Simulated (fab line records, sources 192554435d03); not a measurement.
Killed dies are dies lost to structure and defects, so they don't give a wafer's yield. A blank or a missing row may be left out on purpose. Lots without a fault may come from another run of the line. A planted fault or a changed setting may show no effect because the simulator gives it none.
fab line records | flow n5_finfet
record lots=7 wafers=39
route steps=1938 shown BEOL_M11@1536 BEOL_M13@1659
start_h: hours from the record's first day to the start of the lot's first wafer shown | wait_h: hours since the lot's step before | " the same as in the row above | L1.1+2: a row that stands for several wafers | - no value, or no start given | * or withheld: withheld | < > ~ a bound
route shown NAME@n: a module of which the file shows steps, and the number in the route of the first | usual: mean/standard deviation of fault-free wafers | same: alike in all rows | chamber/n: place in a boat | sites: the reading at each site | _std_site: their standard deviation | _edge_site: outer sites' mean less inner sites' | radius_mm: how far each site lies from the wafer's centre | mask NAME#n: copy n | behind: the tool/chamber that last shaped the wafer | hold: why the lot was held/for how many hours/how that ended | device: the transistor (n, p or np) that didn't switch | end of line: the same wafers' tests at the end of the route | a step without rows: its recipe alone | killed: dies lost to structure and defects at the first sort, not the wafer's yield | map: a wafer's dies, x killed, . not, _ none there
set.NAME: the setting as run; set.NAME@STEP: as run at that earlier step | model.NAME: the simulator's own value behind a step, which no gauge read
lots whose settings were changed on purpose; a table a step, a row a wafer
## steps
# step N5_BEOL_M11_ILD_DEP_00
# recipe material=SiCOH_lowk target_thk_a=3085.1 temp_c=300 precursor=DEMS/porogen pressure_torr=5 rf_w=500 time_s=58
# columns lot.wafer tool chamber start_h wait_h set.target_thk_a model.SiCOH_lowk_of_BEOL_M11_ILD_DEP_00.thk_nm
L075.1 pecvd-01 0 206.04 0.0 3085.1 303
L075.2 " 1 " " 3085.1 311
L075.3 " 2 " " 3085.1 308.8
L075.4 " 2 " " 3085.1 312.4
L075.5 " 1 " " 3085.1 317.6
L075.6 " 0 " " 3085.1 307.4
L074.1 pecvd-01 1 228.66 0.0 3085.1 309.2
L074.2 " 0 " " 1470 140.6
L074.3 " 0 " " 3085.1 307.8
L074.4 " 1 " " 3085.1 315.4
L074.5 " 1 " " 1470 152.6
L074.6 " 0 " " 1470 144
L077.1 pecvd-01 1 242.99 0.0 3085.1 311.8
L077.2 " 0 " " 1442 141.6
L077.3 " 2 " " 3085.1 309.2
L077.4 " 2 " " 1442 145.8
L077.5 " 0 " " 3085.1 310.2
L077.6 " 1 " " 1442 151.8
L082.1 pecvd-01 2 270.60 0.0 3085.1 308.2
L082.4 " 0 " " 3085.1 309.8
L082.5 " 1 " " 3085.1 316.6
L084.1 pecvd-01 0 271.73 0.0 4773 473
L084.2 " 2 " " 3085.1 305.2
L084.3 " 1 " " 3085.1 305.6
L084.4 " 2 " " 3085.1 313.6
L084.5 " 1 " " 4773 482.8
L084.6 " 0 " " 4773 476.8
L088.1 pecvd-03 0 303.12 0.0 2017 192.8
L088.2 " 2 " " 2017 202.2
L088.3 " 1 " " 3085.1 304
L088.4 " 2 " " 3085.1 311.4
L088.5 " 1 " " 2017 200.2
L088.6 " 0 " " 3085.1 304.4
L095.1 pecvd-03 1 346.38 0.0 3085.1 302.8
L095.2 " 2 " " 3085.1 300
L095.3 " 0 " " 4618 454.4
L095.4 " 1 " " 4618 465.8
L095.5 " 2 " " 3085.1 308.8
L095.6 " 0 " " 4618 462.8
# step N5_BEOL_M11_CURE_71
# recipe temp_c=385 time_s=240 ambient=He/Ar material=SiCOH_lowk
# columns lot.wafer tool chamber start_h wait_h set.target_thk_a@BEOL_M11_ILD_DEP_00 model.SiCOH_lowk_of_BEOL_M11_ILD_DEP_00.thk_nm
L075.1 uv_cure-02 1 206.12 0.0 3085.1 263.2
L075.2 " 1 " " 3085.1 270.2
L075.3 " 1 " " 3085.1 268.4
L075.4 " 1 " " 3085.1 271.4
L075.5 " 1 " " 3085.1 276
L075.6 " 1 " " 3085.1 267
L074.1 uv_cure-03 2 228.84 0.1 3085.1 268.6
L074.2 " 2 " " 1470 121
L074.3 " 2 " " 3085.1 267.4
L074.4 " 2 " " 3085.1 274.2
L074.5 " 2 " " 1470 131.4
L074.6 " 2 " " 1470 123.8
L077.1 uv_cure-02 1 243.29 0.3 3085.1 271
L077.2 " 1 " " 1442 121.8
L077.3 " 1 " " 3085.1 268.6
L077.4 " 1 " " 1442 125.4
L077.5 " 1 " " 3085.1 269.6
L077.6 " 1 " " 1442 130.8
L082.1 uv_cure-03 0 270.72 0.1 3085.1 267.8
L082.4 " 0 " " 3085.1 269.2
L082.5 " 0 " " 3085.1 275
L084.1 uv_cure-01 0 271.81 0.0 4773 414.8
L084.2 " 0 " " 3085.1 265.2
L084.3 " 0 " " 3085.1 265.4
L084.4 " 0 " " 3085.1 272.6
L084.5 " 0 " " 4773 423.6
L084.6 " 0 " " 4773 418.2
L088.1 uv_cure-02 1 303.20 0.0 2017 166.4
L088.2 " 1 " " 2017 174.6
L088.3 " 1 " " 3085.1 264
L088.4 " 1 " " 3085.1 270.6
L088.5 " 1 " " 2017 172.8
L088.6 " 1 " " 3085.1 264.4
L095.1 uv_cure-03 1 346.46 0.0 3085.1 262.8
L095.2 " 1 " " 3085.1 260.6
L095.3 " 1 " " 4618 397.8
L095.4 " 1 " " 4618 408.2
L095.5 " 1 " " 3085.1 268.2
L095.6 " 1 " " 4618 405.6
# step N5_BEOL_M11_THK_MEAS_01
# recipe reads=SiCOH_lowk_of_BEOL_M11_ILD_DEP_00
# usual M11_ILD_THK=268/3.9
# columns lot.wafer tool chamber start_h wait_h set.target_thk_a@BEOL_M11_ILD_DEP_00 M11_ILD_THK[nm]
L075.1 film_metro-01 - 207.11 0.8 3085.1 263
L075.2 " - " " 3085.1 270
L075.3 " - " " 3085.1 268
L075.4 " - " " 3085.1 272
L075.5 " - " " 3085.1 276
L075.6 " - " " 3085.1 267
L074.1 film_metro-02 - 229.35 0.4 3085.1 268
L074.2 " - " " 1470 121
L074.3 " - " " 3085.1 267
L074.4 " - " " 3085.1 274
L074.5 " - " " 1470 131
L074.6 " - " " 1470 124
L077.1 film_metro-02 - 243.80 0.4 3085.1 271
L077.2 " - " " 1442 122
L077.3 " - " " 3085.1 269
L077.4 " - " " 1442 125
L077.5 " - " " 3085.1 269
L077.6 " - " " 1442 131
L082.1 film_metro-02 - 271.24 0.4 3085.1 268
L082.4 " - " " 3085.1 269
L082.5 " - " " 3085.1 275
L084.1 film_metro-01 - 272.80 0.8 4773 415
L084.2 " - " " 3085.1 265
L084.3 " - " " 3085.1 265
L084.4 " - " " 3085.1 273
L084.5 " - " " 4773 423
L084.6 " - " " 4773 418
L088.1 film_metro-01 - 303.71 0.4 2017 167
L088.2 " - " " 2017 175
L088.3 " - " " 3085.1 264
L088.4 " - " " 3085.1 271
L088.5 " - " " 2017 173
L088.6 " - " " 3085.1 265
L095.1 film_metro-02 - 346.97 0.4 3085.1 263
L095.2 " - " " 3085.1 261
L095.3 " - " " 4618 398
L095.4 " - " " 4618 408
L095.5 " - " " 3085.1 268
L095.6 " - " " 4618 405
# step N5_BEOL_M13_ILD_DEP_00
# recipe material=SiOC target_thk_a=8379.2 temp_c=350 precursor=DEMS/O2 pressure_torr=5 rf_w=500 time_s=166.4
# columns lot.wafer tool chamber start_h wait_h set.time_s model.SiOC_of_BEOL_M13_ILD_DEP_00.thk_nm
L075.1 pecvd-03 0 218.31 0.0 166.4 813
L075.2 " 1 " " 166.4 818.8
L075.3 " 0 " " 166.4 836.8
L075.4 " 1 " " 166.4 832
L075.5 " 0 " " 166.4 837
L075.6 " 1 " " 166.4 849
L074.1 pecvd-04 0 240.04 0.0 166.4 833.2
L074.2 " 2 " " 166.4 828.6
L074.3 " 1 " " 166.4 825.4
L074.4 " 2 " " 166.4 839
L074.5 " 0 " " 166.4 847.2
L074.6 " 1 " " 166.4 840.6
L077.1 pecvd-04 0 257.20 0.0 166.4 836
L077.2 " 2 " " 135.6 671.8
L077.3 " 1 " " 135.6 664.4
L077.4 " 0 " " 166.4 840.8
L077.5 " 2 " " 135.6 680.2
L077.6 " 1 " " 166.4 836.4
L082.1 pecvd-04 1 285.23 0.0 166.4 813.4
L082.4 " 2 " " 166.4 827.2
L082.5 " 0 " " 166.4 832.8
L084.1 pecvd-03 2 285.27 0.0 166.4 846.6
L084.2 " 1 " " 166.4 835.6
L084.3 " 1 " " 166.4 857.2
L084.4 " 2 " " 166.4 856
L084.5 " 1 " " 166.4 850.6
L084.6 " 2 " " 166.4 851.4
L088.1 pecvd-03 1 318.50 0.0 243.8 1212
L088.2 " 2 " " 166.4 842.4
L088.3 " 0 " " 243.8 1222
L088.4 " 1 " " 243.8 1246
L088.5 " 0 " " 166.4 845.6
L088.6 " 2 " " 166.4 852
L095.1 pecvd-03 2 361.58 0.0 166.4 836.6
L095.2 " 0 " " 233.2 1168
L095.3 " 2 " " 233.2 1180
L095.4 " 0 " " 166.4 839.4
L095.5 " 0 " " 166.4 844
L095.6 " 2 " " 233.2 1192
# step N5_BEOL_M13_THK_MEAS_01
# recipe reads=SiOC_of_BEOL_M13_ILD_DEP_00
# usual M13_ILD_THK=834/11
# columns lot.wafer tool chamber start_h wait_h set.time_s@BEOL_M13_ILD_DEP_00 M13_ILD_THK[nm]
L075.1 film_metro-02 - 218.53 0.2 166.4 813
L075.2 " - " " 166.4 818
L075.3 " - " " 166.4 837
L075.4 " - " " 166.4 832
L075.5 " - " " 166.4 837
L075.6 " - " " 166.4 849
L074.1 film_metro-02 - 240.19 0.1 166.4 833
L074.2 " - " " 166.4 829
L074.3 " - " " 166.4 826
L074.4 " - " " 166.4 839
L074.5 " - " " 166.4 846
L074.6 " - " " 166.4 841
L077.1 film_metro-01 - 257.36 0.1 166.4 836
L077.2 " - " " 135.6 672
L077.3 " - " " 135.6 664
L077.4 " - " " 166.4 840
L077.5 " - " " 135.6 681
L077.6 " - " " 166.4 837
L082.1 film_metro-01 - 285.38 0.1 166.4 813
L082.4 " - " " 166.4 827
L082.5 " - " " 166.4 833
L084.1 film_metro-02 - 285.48 0.2 166.4 847
L084.2 " - " " 166.4 835
L084.3 " - " " 166.4 856
L084.4 " - " " 166.4 856
L084.5 " - " " 166.4 850
L084.6 " - " " 166.4 852
L088.1 film_metro-01 - 318.65 0.1 243.8 1212
L088.2 " - " " 166.4 843
L088.3 " - " " 243.8 1221
L088.4 " - " " 243.8 1246
L088.5 " - " " 166.4 846
L088.6 " - " " 166.4 852
L095.1 film_metro-01 - 361.80 0.2 166.4 837
L095.2 " - " " 233.2 1167
L095.3 " - " " 233.2 1180
L095.4 " - " " 166.4 840
L095.5 " - " " 166.4 844
L095.6 " - " " 233.2 1193
# step N5_BEOL_M13_COAT_58
# recipe resist=BARC temp_c=205 time_s=60 spin_rpm=1500 resist_thk_nm=89
# step N5_BEOL_M13_COAT_04
# recipe spin_rpm=1625 resist_thk_nm=400
# step N5_BEOL_M13_DESCUM_15
# recipe chemistry=O2 time_s=7.9 source_power_w=50 bias_power_w=20 pressure_mtorr=20 rf_frequency_hz=2.712e+07 temp_c=40 o2_flow_sccm=225
# step N5_BEOL_M13_ETCH_59
# recipe chemistry=N2/H2 target=BARC target_depth_a=890 overetch_a=267 time_s=67.9 ion_energy_ev=200 pressure_mtorr=30 source_w=840 bias_w=150 n2_flow_sccm=200 h2_flow_sccm=200
# step N5_BEOL_M13_VIA_ETCH_16
# recipe chemistry=C4F8/O2/Ar target=SiOC pressure_mtorr=30 source_w=3000 bias_w=700 Ar_flow_sccm=400 C4F8_flow_sccm=15 O2_flow_sccm=8 he_inner_torr=15 he_outer_torr=30 target_depth_a=9217 time_s=withheld ion_energy_ev=250 ends=cleared
# columns lot.wafer tool chamber start_h wait_h set.time_s@BEOL_M13_ILD_DEP_00 model.etch.depth_nm model.BARC_of_BEOL_M13_COAT_58.thk_nm model.coat_of_BEOL_M13_COAT_04.thk_nm
L075.1 rie_diel-06 0 219.03 0.0 * 813 89.2 77
L075.2 " 2 " " * 818.8 89 75
L075.3 " 1 " " * 836.9 89.2 72.8
L075.4 " 3 " " * 831.9 89.2 72.8
L075.5 " 1 " " * 837 88.8 72
L075.6 " 0 " " * 849.1 89 67
L074.1 rie_diel-01 3 240.79 0.0 * 833.2 89 73.2
L074.2 " 1 " " * 828.7 88.8 71
L074.3 " 0 " " * 825.4 88.4 71
L074.4 " 2 " " * 839 89 69.6
L074.5 " 1 " " * 847.2 89 64.2
L074.6 " 2 " " * 840.6 89 71.2
L077.1 rie_diel-01 2 257.96 0.0 * 836.1 89.2 73
L077.2 " 0 " " * 671.9 89.4 117
L077.3 " 3 " " * 664.4 89.2 122.8
L077.4 " 1 " " * 840.7 89.2 66.6
L077.5 " 3 " " * 680.2 89 118.4
L077.6 " 2 " " * 836.4 89.2 72.6
L082.1 rie_diel-02 0 285.99 0.0 * 813.4 89.2 76.2
L082.4 " 2 " " * 827.2 89.4 70.6
L082.5 " 3 " " * 832.8 89.4 68.4
L084.1 rie_diel-06 2 286.21 0.0 * 846.6 89.2 69.2
L084.2 " 0 " " * 835.5 89 73.2
L084.3 " 3 " " * 857.3 89.2 65.8
L084.4 " 1 " " * 856.1 89 67.8
L084.5 " 3 " " * 850.6 89.4 68.4
L084.6 " 2 " " * 851.5 89 67.8
L088.1 rie_diel-02 3 319.13 0.0 * 1212 44.6 0
L088.2 " 1 " " * 842.5 89 64
L088.3 " 2 " " * 1222 42.8 0
L088.4 " 0 " " * 1246 36.2 0
L088.5 " 0 " " * 845.6 89.2 66
L088.6 " 3 " " * 851.9 89 61.6
L095.1 rie_diel-02 1 362.40 0.0 * 836.6 89.2 67
L095.2 " 3 " " * 1168 58.6 0
L095.3 " 0 " " * 1180 56 0
L095.4 " 2 " " * 839.5 89.2 68.8
L095.5 " 0 " " * 844 89 67.6
L095.6 " 3 " " * 1192 51.4 0
# step N5_BEOL_M13_STRIP_63
# recipe chemistry=N2/H2 power_w=1000 temp_c=250 h2_frac=0.65 overash_fraction=0.3 pressure_mtorr=1000 n2_flow_sccm=1750 h2_flow_sccm=3250
# usual oes_product_au=0.674/0.0053 strip_time_to_endpoint_s=27.8/1.1
# columns lot.wafer tool chamber start_h wait_h set.time_s@BEOL_M13_ILD_DEP_00 oes_product_au strip_time_to_endpoint_s
L075.1 plasma_asher-02 1 219.27 - 166.4 0.676 29.7
L075.2 " 0 " " 166.4 0.674 29.1
L075.3 " 0 " " 166.4 0.671 28.5
L075.4 " 1 " " 166.4 0.668 28.5
L075.5 " 0 " " 166.4 0.670 28.2
L075.6 " 1 " " 166.4 0.676 26.8
L074.1 plasma_asher-01 1 241.03 - 166.4 0.672 28.6
L074.2 " 0 " " 166.4 0.676 27.9
L074.3 " 1 " " 166.4 0.668 28.0
L074.4 " 0 " " 166.4 0.678 27.6
L074.5 " 1 " " 166.4 0.682 25.9
L074.6 " 0 " " 166.4 0.673 28.0
L077.1 plasma_asher-01 1 258.19 - 166.4 0.677 28.5
L077.2 " 0 " " 135.6 0.683 40.9
L077.3 " 1 " " 135.6 0.689 42.4
L077.4 " 0 " " 166.4 0.676 26.7
L077.5 " 0 " " 135.6 0.690 41.2
L077.6 " 1 " " 166.4 0.678 28.4
L082.1 plasma_asher-02 1 286.22 - 166.4 0.683 29.5
L082.4 " 0 " " 166.4 0.676 27.9
L082.5 " 1 " " 166.4 0.675 27.2
L084.1 plasma_asher-01 1 286.45 - 166.4 0.673 27.4
L084.2 " 0 " " 166.4 0.688 28.6
L084.3 " 0 " " 166.4 0.673 26.4
L084.4 " 1 " " 166.4 0.669 27.0
L084.5 " 1 " " 166.4 0.675 27.2
L084.6 " 0 " " 166.4 0.667 27.0
L088.1 plasma_asher-01 1 319.36 - 243.8 0.225 0.0
L088.2 " 0 " " 166.4 0.671 25.9
L088.3 " 0 " " 243.8 0.226 0.0
L088.4 " 1 " " 243.8 0.226 0.0
L088.5 " 1 " " 166.4 0.665 26.5
L088.6 " 0 " " 166.4 0.670 25.1
L095.1 plasma_asher-02 0 362.64 - 166.4 0.671 26.8
L095.2 " 1 " " 233.2 0.224 0.0
L095.3 " 0 " " 233.2 0.231 0.0
L095.4 " 1 " " 166.4 0.677 27.3
L095.5 " 1 " " 166.4 0.670 26.9
L095.6 " 0 " " 233.2 0.224 0.0
# step N5_BEOL_M13_STRIP_64
# recipe chemistry=N2/H2 power_w=1000 temp_c=250 h2_frac=0.65 overash_fraction=0.3 pressure_mtorr=withheld n2_flow_sccm=1750 h2_flow_sccm=3250
# usual oes_product_au=0.715/0.0039 strip_time_to_endpoint_s=31.36/0.082
# columns lot.wafer tool chamber start_h wait_h set.time_s@BEOL_M13_ILD_DEP_00 oes_product_au strip_time_to_endpoint_s
L075.1 plasma_asher-02 1 219.33 0.0 166.4 0.717 31.37
L075.2 " 0 " " 166.4 0.717 31.32
L075.3 " 0 " " 166.4 0.706 31.38
L075.4 " 1 " " 166.4 0.709 31.34
L075.5 " 0 " " 166.4 0.714 31.27
L075.6 " 1 " " 166.4 0.723 31.29
L074.1 plasma_asher-01 1 241.09 0.0 166.4 0.710 31.33
L074.2 " 0 " " 166.4 0.720 31.28
L074.3 " 1 " " 166.4 0.712 31.14
L074.4 " 0 " " 166.4 0.716 31.32
L074.5 " 1 " " 166.4 0.720 31.31
L074.6 " 0 " " 166.4 0.713 31.29
L077.1 plasma_asher-01 1 258.25 0.0 166.4 0.725 31.37
L077.2 " 0 " " 135.6 0.718 31.41
L077.3 " 1 " " 135.6 0.720 31.36
L077.4 " 0 " " 166.4 0.720 31.38
L077.5 " 0 " " 135.6 0.714 31.32
L077.6 " 1 " " 166.4 0.713 31.34
L082.1 plasma_asher-02 1 286.28 0.0 166.4 0.715 31.36
L082.4 " 0 " " 166.4 0.722 31.44
L082.5 " 1 " " 166.4 0.715 31.41
L084.1 plasma_asher-01 1 286.51 0.0 166.4 0.715 31.38
L084.2 " 0 " " 166.4 0.712 31.30
L084.3 " 0 " " 166.4 0.721 31.36
L084.4 " 1 " " 166.4 0.717 31.32
L084.5 " 1 " " 166.4 0.718 31.43
L084.6 " 0 " " 166.4 0.716 31.31
L088.1 plasma_asher-01 1 319.42 0.0 243.8 0.661 19.89
L088.2 " 0 " " 166.4 0.722 31.30
L088.3 " 0 " " 243.8 0.658 19.30
L088.4 " 1 " " 243.8 0.647 17.16
L088.5 " 1 " " 166.4 0.706 31.35
L088.6 " 0 " " 166.4 0.716 31.34
L095.1 plasma_asher-02 0 362.70 0.0 166.4 0.713 31.40
L095.2 " 1 " " 233.2 0.668 24.25
L095.3 " 0 " " 233.2 0.665 23.48
L095.4 " 1 " " 166.4 0.717 31.36
L095.5 " 1 " " 166.4 0.718 31.33
L095.6 " 0 " " 233.2 0.662 22.01
# step N5_BEOL_M13_STRIP_71
# recipe chemistry=post_etch_residue_remover time_s=60 temp_c=25 remover_ph=withheld remover_water_wt_pct=withheld remover_fluoride_wt_pct=withheld
# step N5_BEOL_M13_SRD_72
# recipe time_s=30 temp_c=23 rinse_liquid=diw dry=n2_spin spin_rpm=1500 dry_time_s=30
# step N5_BEOL_M13_STRIP_37
# recipe chemistry=N2/H2 power_w=1000 temp_c=250 h2_frac=0.65 overash_fraction=0.3 pressure_mtorr=withheld n2_flow_sccm=1750 h2_flow_sccm=3250
# step N5_BEOL_M13_ETCH_38
# recipe chemistry=CF4/N2 target=SiCN target_depth_a=675 taper_deg=2 time_s=71.9 ion_energy_ev=150 mask_material=SiO2 pressure_mtorr=40 source_w=430 bias_w=70 Ar_flow_sccm=100 cf4_flow_sccm=60 n2_flow_sccm=60
# columns lot.wafer tool chamber start_h wait_h set.time_s@BEOL_M13_ILD_DEP_00 model.SiOC_of_BEOL_M13_ILD_DEP_00.thk_nm
L075.1 rie_diel-02 1 222.23 - 166.4 763.8
L075.2 " 0 " " 166.4 771.4
L075.3 " 3 " " 166.4 787
L075.4 " 2 " " 166.4 782.4
L075.5 " 1 " " 166.4 788
L075.6 " 2 " " 166.4 799.6
L074.1 rie_diel-01 2 244.31 - 166.4 787.6
L074.2 " 3 " " 166.4 781.6
L074.3 " 0 " " 166.4 775
L074.4 " 1 " " 166.4 789.4
L074.5 " 2 " " 166.4 801.2
L074.6 " 1 " " 166.4 791.2
L077.1 rie_diel-06 1 259.98 - 166.4 788.8
L077.2 " 2 " " 135.6 624
L077.3 " 3 " " 135.6 616.4
L077.4 " 3 " " 166.4 792.8
L077.5 " 1 " " 135.6 632.6
L077.6 " 2 " " 166.4 788.6
L082.1 rie_diel-02 1 288.26 - 166.4 763.6
L082.4 " 2 " " 166.4 778.2
L082.5 " 2 " " 166.4 783.2
L084.1 rie_diel-02 2 288.78 - 166.4 797
L084.2 " 0 " " 166.4 786.2
L084.3 " 1 " " 166.4 806.8
L084.4 " 3 " " 166.4 806.6
L084.5 " 0 " " 166.4 801.2
L084.6 " 1 " " 166.4 800.8
L088.1 rie_diel-06 0 320.68 - 243.8 1163
L088.2 " 2 " " 166.4 793.8
L088.3 " 1 " " 243.8 1174
L088.4 " 1 " " 243.8 1199
L088.5 " 0 " " 166.4 797.4
L088.6 " 2 " " 166.4 803
L095.1 rie_diel-01 2 370.28 - 166.4 790.6
L095.2 " 3 " " 233.2 1121
L095.3 " 1 " " 233.2 1131
L095.4 " 0 " " 166.4 789.6
L095.5 " 3 " " 166.4 796.8
L095.6 " 2 " " 233.2 1146
## key
split step=N5_BEOL_M11_ILD_DEP_00 setting=target_thk_a stated=3085.1 by=wafer
response step=N5_BEOL_M11_ILD_DEP_00 reading=model.SiCOH_lowk_of_BEOL_M11_ILD_DEP_00.thk_nm change=+3.12 per=1% r=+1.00
response step=N5_BEOL_M11_CURE_71 reading=model.SiCOH_lowk_of_BEOL_M11_ILD_DEP_00.thk_nm change=+2.76 per=1% r=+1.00
response step=N5_BEOL_M11_THK_MEAS_01 reading=M11_ILD_THK change=+2.76 per=1% r=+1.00
split step=N5_BEOL_M13_ILD_DEP_00 setting=time_s stated=166.4 by=wafer
response step=N5_BEOL_M13_ILD_DEP_00 reading=model.SiOC_of_BEOL_M13_ILD_DEP_00.thk_nm change=+8.35 per=1% r=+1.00
response step=N5_BEOL_M13_THK_MEAS_01 reading=M13_ILD_THK change=+8.35 per=1% r=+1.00
response step=N5_BEOL_M13_VIA_ETCH_16 reading=model.etch.depth_nm change=+8.35 per=1% r=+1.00
response step=N5_BEOL_M13_VIA_ETCH_16 reading=model.BARC_of_BEOL_M13_COAT_58.thk_nm change=-0.87 per=1% r=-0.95
response step=N5_BEOL_M13_VIA_ETCH_16 reading=model.coat_of_BEOL_M13_COAT_04.thk_nm change=-1.6 per=1% r=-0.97
response step=N5_BEOL_M13_STRIP_63 reading=oes_product_au change=-0.00941 per=1% r=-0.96
response step=N5_BEOL_M13_STRIP_63 reading=strip_time_to_endpoint_s shape=bent at_lowest=* at_stated=* at_highest=*
response step=N5_BEOL_M13_STRIP_64 reading=oes_product_au change=-0.00116 per=1% r=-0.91
